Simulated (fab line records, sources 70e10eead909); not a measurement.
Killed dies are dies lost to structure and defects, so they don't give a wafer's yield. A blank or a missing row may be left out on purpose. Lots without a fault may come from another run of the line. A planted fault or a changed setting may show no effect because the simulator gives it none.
fab line records | flow nand_harc
record lots=12 wafers=36 last_day=25
route steps=1159 shown A_SLIT@795 A_SIN_REMOVE@808 A_WL_FILL@810
lots that met no fault: from a run of the same line without faults
start_h: hours from the record's first day to the start of the lot's first wafer shown | wait_h: hours since the lot's step before | " the same as in the row above | L1.1+2: a row that stands for several wafers | - no value, or no start given | * or withheld: withheld | < > ~ a bound
route shown NAME@n: a module of which the file shows steps, and the number in the route of the first | usual: mean/standard deviation of fault-free wafers | same: alike in all rows | chamber/n: place in a boat | sites: the reading at each site | _std_site: their standard deviation | _edge_site: outer sites' mean less inner sites' | radius_mm: how far each site lies from the wafer's centre | mask NAME#n: copy n | behind: the tool/chamber that last shaped the wafer | hold: why the lot was held/for how many hours/how that ended | device: the transistor (n, p or np) that didn't switch | end of line: the same wafers' tests at the end of the route | a step without rows: its recipe alone | killed: dies lost to structure and defects at the first sort, not the wafer's yield | map: a wafer's dies, x killed, . not, _ none there
set.NAME: the setting as run; set.NAME@STEP: as run at that earlier step | model.NAME: the simulator's own value behind a step, which no gauge read
steps of the route over a sample of lots; a table a step, a row a wafer
services: from which hour (start_h, from the record's first day; less than 0 if before it) a tool's chamber was out of use, for how many hours, and why
## steps
# step NHARC_A_SLIT_ETCH_15
# recipe target_depth_a=32000 over_etch_frac=0.3 time_s=832 ion_energy_ev=150 o2_flow_sccm=400 cos_flow_sccm=20 ar_flow_sccm=0 rf_w=500 bias_w=300 chemistry=O2/COS
# usual drypump_motor_current_A=5.4/0.39 oes_product_au=0.999/0.0098 rf_vpp_V=314.0/1.8 showerhead_plenum_p_Torr=3.12/0.12 throttle_valve_pct=28.330/0.0089
# columns lot.wafer tool chamber start_h wait_h drypump_motor_current_A oes_product_au rf_hours_counter_h rf_vpp_V showerhead_plenum_p_Torr throttle_valve_pct
L353.3 rie_diel-13 0 321.60 - 5.2 1.006 1.6 316.6 3.34 28.343
L353.4 " 2 " " 5.2 0.993 1.2 312.5 2.97 28.338
L353.5 " 0 " " 5.2 1.003 - 316.6 3.34 28.323
L354.4 rie_diel-11 3 321.75 - 5.4 1.000 7.7 312.4 3.05 28.329
L354.2 " 0 " " 5.5 1.007 7.2 311.8 2.96 28.337
L354.5 " 3 " " 5.4 1.012 - 311.4 3.05 28.336
L355.3 rie_diel-13 0 322.33 - 5.3 0.999 2.1 316.6 3.34 28.333
L355.2 " 1 " " 5.9 0.996 1.8 313.2 3.14 28.332
L355.6 " 2 " " 5.3 0.989 - 310.6 2.97 28.339
L361.1 rie_diel-13 1 372.74 - 5.9 1.002 6.1 314.4 3.14 28.322
L361.2 " 3 " " 5.6 1.024 6.3 314.5 3.13 28.336
L361.6 " 1 " " 5.9 1.009 - 313.3 3.14 28.319
L363.1 rie_diel-13 2 374.78 - 5.2 0.985 7.3 312.9 2.97 28.317
L363.3 " 3 " " 5.6 1.012 6.9 314.2 3.13 28.324
L363.4 " 0 " " 5.3 0.997 6.7 316.7 3.33 28.338
L367.1 rie_diel-01 0 392.98 - 4.9 0.995 5.5 315.2 3.14 28.340
L367.3 " 1 " " 4.8 1.003 6.2 315.3 3.11 28.330
L367.6 " 1 " " 4.8 1.000 - 312.4 3.11 28.326
L369.4 rie_diel-11 2 416.70 - 5.9 0.995 3.0 315.4 3.22 28.338
L369.1 " 3 " " 5.4 0.999 4.1 312.2 3.05 28.321
L369.5 " 2 " " 5.9 1.001 - 317.2 3.22 28.333
L372.1 rie_diel-01 1 430.40 - 4.8 0.998 8.8 313.6 3.11 28.317
L372.3 " 2 " " 5.7 0.998 7.2 315.6 3.12 28.335
L372.5 " 0 " " 5.0 0.995 - 316.1 3.14 28.336
L371.3 rie_diel-11 0 430.52 - 5.4 1.002 4.9 312.0 2.96 28.345
L371.6 " 0 " " 5.5 1.011 - 311.1 2.96 28.333
L371.5 " 1 " " 4.8 0.988 - 316.0 3.30 28.328
L373.3 rie_diel-11 1 438.19 - 4.8 0.989 6.0 316.3 3.30 28.327
L373.1 " 2 " " 5.9 1.006 4.9 315.2 3.22 28.328
L373.6 " 1 " " 4.8 0.988 - 316.3 3.30 28.334
L374.3 rie_diel-13 2 467.56 - 5.2 1.009 0.3 313.2 2.97 28.315
L374.1 " 3 " " 5.6 1.019 0.2 313.9 3.13 28.322
L374.5 " 2 " " 5.2 1.005 - 312.5 2.97 28.308
L375.2 rie_diel-13 1 469.60 - 6.0 1.003 0.8 313.8 3.14 28.340
L375.5 " 3 " " 5.6 1.003 - 316.1 3.13 28.335
L375.4 " 2 " " 5.2 0.988 - 311.3 2.97 28.350
# step NHARC_A_SIN_REMOVE_INSPECT_04
# usual raw_defect_count=300/83
# columns lot.wafer tool chamber start_h wait_h raw_defect_count
L353.3 defect_inspect-02 - 334.79 0.0 220
L353.4 " - " " 201
L353.5 " - " " 284
L355.2 defect_inspect-01 - 334.80 0.0 278
L355.3 " - " " 301
L355.6 " - " " 255
L354.2 defect_inspect-02 - 334.81 0.0 257
L354.4 " - " " 243
L354.5 " - " " 231
L361.1 defect_inspect-01 - 383.72 0.0 487
L361.2 " - " " 1789
L361.6 " - " " 383
L363.1 defect_inspect-01 - 386.48 0.0 278
L363.3 " - " " 1720
L363.4 " - " " 207
L367.1 defect_inspect-02 - 403.25 0.0 297
L367.3 " - " " 284
L367.6 " - " " 277
L369.1 defect_inspect-01 - 427.42 0.0 344
L369.4 " - " " 337
L369.5 " - " " 273
L372.1 defect_inspect-02 - 441.04 0.0 205
L372.3 " - " " 295
L372.5 " - " " 323
L371.3 defect_inspect-01 - 441.05 0.0 338
L371.5 " - " " 401
L371.6 " - " " 370
L373.1 defect_inspect-01 - 451.64 0.1 264
L373.3 " - " " 345
L373.6 " - " " 264
L375.2 defect_inspect-02 - 478.45 0.0 612
L375.4 " - " " 412
L375.5 " - " " 528
L374.1 defect_inspect-01 - 478.46 0.0 227
L374.3 " - " " 242
L374.5 " - " " 203
# step NHARC_A_WL_FILL_RTA_01
# recipe temp_c=1000 time_s=5
# usual lamp_power_pct=33.1/3 wafer_temp_C_max=1003.5/1.3
# columns lot.wafer tool chamber start_h wait_h lamp_power_pct wafer_temp_C_max
L353.3 rtp_anneal-01 0 335.24 - 29.5 1004.8
L353.4 " 0 " " 29.5 1005.0
L353.5 " 0 " " 29.6 1004.8
L355.2 rtp_anneal-02 0 335.38 - 35.6 1003.0
L355.3 " 0 " " 35.5 1002.8
L355.6 " 0 " " 35.6 1002.4
L354.2 rtp_anneal-01 0 335.55 - 29.6 1002.8
L354.4 " 0 " " 29.6 1005.2
L354.5 " 0 " " 29.5 1004.8
L361.1 rtp_anneal-02 0 384.13 - 35.6 1003.6
L361.2 " 0 " " 35.6 1003.4
L361.6 " 0 " " 35.6 1002.8
L363.1 rtp_anneal-02 0 386.80 - 35.6 1002.5
L363.3 " 0 " " 35.6 1002.4
L363.4 " 0 " " 35.5 1001.7
L367.1 rtp_anneal-02 0 403.92 - 35.6 1002.5
L367.3 " 0 " " 35.6 1002.8
L367.6 " 0 " " 35.6 1003.2
L369.1 rtp_anneal-01 0 427.95 - 29.5 1006.5
L369.4 " 0 " " 29.5 1004.6
L369.5 " 0 " " 29.6 1005.4
L372.1 rtp_anneal-01 0 441.36 - 29.6 1004.1
L372.3 " 0 " " 29.6 1005.9
L372.5 " 0 " " 29.5 1004.3
L371.3 rtp_anneal-02 0 441.59 - 35.7 1003.3
L371.5 " 0 " " 35.6 1002.4
L371.6 " 0 " " 35.6 1002.6
L373.1 rtp_anneal-02 0 451.97 - 35.6 1002.5
L373.3 " 0 " " 35.6 1003.1
L373.6 " 0 " " 35.6 1004.4
L374.1 rtp_anneal-01 0 479.08 - 29.6 1005.2
L374.3 " 0 " " 29.5 1004.8
L374.5 " 0 " " 29.6 1004.1
L375.2 rtp_anneal-02 0 479.24 - 35.5 1002.6
L375.4 " 0 " " 35.5 1002.8
L375.5 " 0 " " 35.6 1001.9
# step NHARC_A_WL_FILL_ALD_02
# recipe target_thk_a=20 pulse_time_s=3 ald_cycles=100 temp_c=450 material=TiN
# usual heater_power_outer_w=683/74 heater_power_w=1065/130 precursor_pulse_height_rel=1.002/0.02
# columns lot.wafer tool chamber start_h wait_h heater_power_outer_w heater_power_w precursor_pulse_height_rel
L353.4 ald_metal-01 0 335.44 0.1 655 1062 0.983
L353.3 " 1 " " 685 1003 0.980
L353.5 " 3 " " 614 953 0.985
L355.2 ald_metal-02 0 335.65 0.2 691 1057 1.011
L355.3 " 1 " " 878 1395 0.956
L355.6 " 2 " " 800 1212 0.987
L354.4 ald_metal-03 2 335.81 0.2 657 1085 0.988
L354.2 " 3 " " 659 1009 1.003
L354.5 " 0 " " 660 986 1.025
L361.2 ald_metal-01 2 384.43 0.2 546 819 1.039
L361.1 " 3 " " 611 955 1.010
L361.6 " 1 " " 688 1010 1.029
L363.1 ald_metal-03 2 387.02 0.2 663 1097 0.987
L363.3 " 0 " " 649 991 0.976
L363.4 " 1 " " 648 1014 1.000
L367.1 ald_metal-01 2 404.21 0.3 541 828 1.008
L367.3 " 3 " " 602 972 1.036
L367.6 " 0 " " 660 1103 1.054
L369.4 ald_metal-02 0 428.21 0.1 679 1030 0.995
L369.1 " 1 " " 805 1303 0.996
L369.5 " 3 " " 802 1279 1.008
L372.1 ald_metal-01 2 441.58 0.2 552 826 0.999
L372.3 " 3 " " 608 956 1.008
L372.5 " 2 " " 541 847 1.020
L371.3 ald_metal-03 0 441.83 0.2 627 995 1.034
L371.6 " 2 " " 676 1083 0.980
L371.5 " 3 " " 682 1018 1.006
L373.1 ald_metal-03 2 452.19 0.2 665 1096 0.999
L373.3 " 0 " " 658 986 1.008
L373.6 " 2 " " 656 1082 1.023
L374.3 ald_metal-02 2 479.30 0.1 809 1208 1.013
L374.1 " 3 " " 799 1285 0.969
L374.5 " 3 " " 819 1270 1.007
L375.4 ald_metal-03 0 479.43 0.1 643 987 1.020
L375.2 " 2 " " 665 1085 1.014
L375.5 " 0 " " 652 972 0.987
# step NHARC_A_WL_FILL_ALD_10
# recipe target_thk_a=500 pulse_time_s=10 ald_cycles=500 temp_c=300 material=SiO2
# usual heater_power_outer_w=260/37 heater_power_w=464/62 precursor_pulse_height_rel=1.001/0.02
# columns lot.wafer tool chamber start_h wait_h heater_power_outer_w heater_power_w precursor_pulse_height_rel
L353.4 ald_hk-02 3 344.89 0.0 295 540 0.996
L353.3 " 1 345.93 1.1 304 521 0.992
L353.5 " 3 346.96 2.1 289 549 0.999
L354.4 ald_hk-01 1 344.90 0.0 334 561 1.043
L354.2 " 2 " " 227 393 0.998
L354.5 " 2 347.50 2.7 233 395 0.995
L355.3 ald_hk-04 1 345.23 0.4 237 446 1.004
L355.2 " 2 346.25 1.4 266 452 0.989
L355.6 " 1 349.32 4.5 241 440 1.013
L363.4 ald_hk-02 1 398.90 0.0 307 526 0.988
L363.1 " 2 " " 237 433 1.007
L363.3 " 0 400.45 1.6 285 508 1.041
L361.1 ald_hk-04 2 399.92 1.1 261 471 1.017
L361.2 " 3 " " 244 440 0.990
L361.6 " 0 " " 244 464 0.983
L367.1 ald_hk-02 1 414.70 0.6 295 533 1.013
L367.3 " 3 415.73 1.6 281 545 0.985
L367.6 " 0 " " 278 522 1.009
L369.1 ald_hk-04 0 439.12 0.1 249 451 1.011
L369.4 " 3 440.68 1.6 241 443 1.017
L369.5 " 1 441.72 2.6 243 448 0.976
L372.1 ald_hk-01 2 453.63 0.6 231 396 1.012
L372.3 " 3 " " 261 459 1.020
L372.5 " 1 455.19 2.1 320 564 0.984
L371.3 ald_hk-02 1 454.63 1.6 302 542 1.019
L371.5 " 2 " " 232 438 1.033
L371.6 " 3 " " 288 565 1.001
L373.3 ald_hk-04 2 465.71 0.1 266 480 0.999
L373.1 " 3 " " 232 432 1.014
L373.6 " 3 468.27 2.6 246 432 1.029
L374.1 ald_hk-01 2 495.66 0.6 229 397 0.967
L374.3 " 3 " " 272 482 0.996
L374.5 " 1 497.18 2.1 321 554 1.016
L375.4 ald_hk-04 2 496.17 1.1 263 474 0.984
L375.2 " 3 497.20 2.1 234 451 1.005
L375.5 " 1 499.24 4.1 249 448 0.989
## services
# columns tool chamber start_h hours kind
rtp_anneal-02 - 300.00 12.0 pm
ald_metal-02 1 306.13 27.3 repair
rie_diel-01 - 314.83 9.0 pm
ald_metal-03 - 322.00 10.0 pm
ald_metal-03 - 334.84 0.2 repair
rie_diel-11 3 337.69 2.8 repair
rie_diel-11 3 344.24 1.4 repair
ald_metal-03 - 355.94 0.6 repair
ald_metal-02 - 364.00 10.0 pm
rie_diel-11 - 366.50 9.0 pm
ald_metal-02 0 391.33 7.6 repair
ald_metal-02 1 399.22 12.6 repair
rie_diel-11 2 399.75 4.5 repair
rie_diel-01 1 433.01 8.9 repair
rie_diel-13 - 453.23 9.0 pm
ald_metal-01 - 458.00 10.0 pm
ald_metal-02 1 458.60 1.6 repair
ald_hk-02 - 459.07 10.0 pm
ald_hk-04 - 459.23 1.3 repair
ald_metal-03 2 465.95 2.1 repair
rie_diel-13 0 468.60 24.4 repair
ald_hk-01 - 469.13 1.0 repair
ald_hk-01 - 488.98 0.7 repair
rie_diel-11 3 497.82 12.3 repair
## key
first_sign step=NHARC_A_SIN_REMOVE_INSPECT_04 reading=raw_defect_count direction=up sigmas=18 usual=300 struck=1754
effect none on later readings
met_at NHARC_A_SLIT_ETCH_15
struck_lots L361,L363
struck_wafers L361.2,L363.3
rows_end L361.2,L363.3
not_acting_at NHARC_A_WL_FILL_RTA_01,NHARC_A_WL_FILL_ALD_02,NHARC_A_WL_FILL_ALD_10
fault kind=chamber_particle_source tool=rie_diel-13 chamber=3 onset_h=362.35 steps=NHARC_A_SLIT_ETCH_15 rate_per_visit_cm2=2.1486 end_h=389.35
# rows_end: these wafers met a further fault down the route, and their rows from its step on are left out
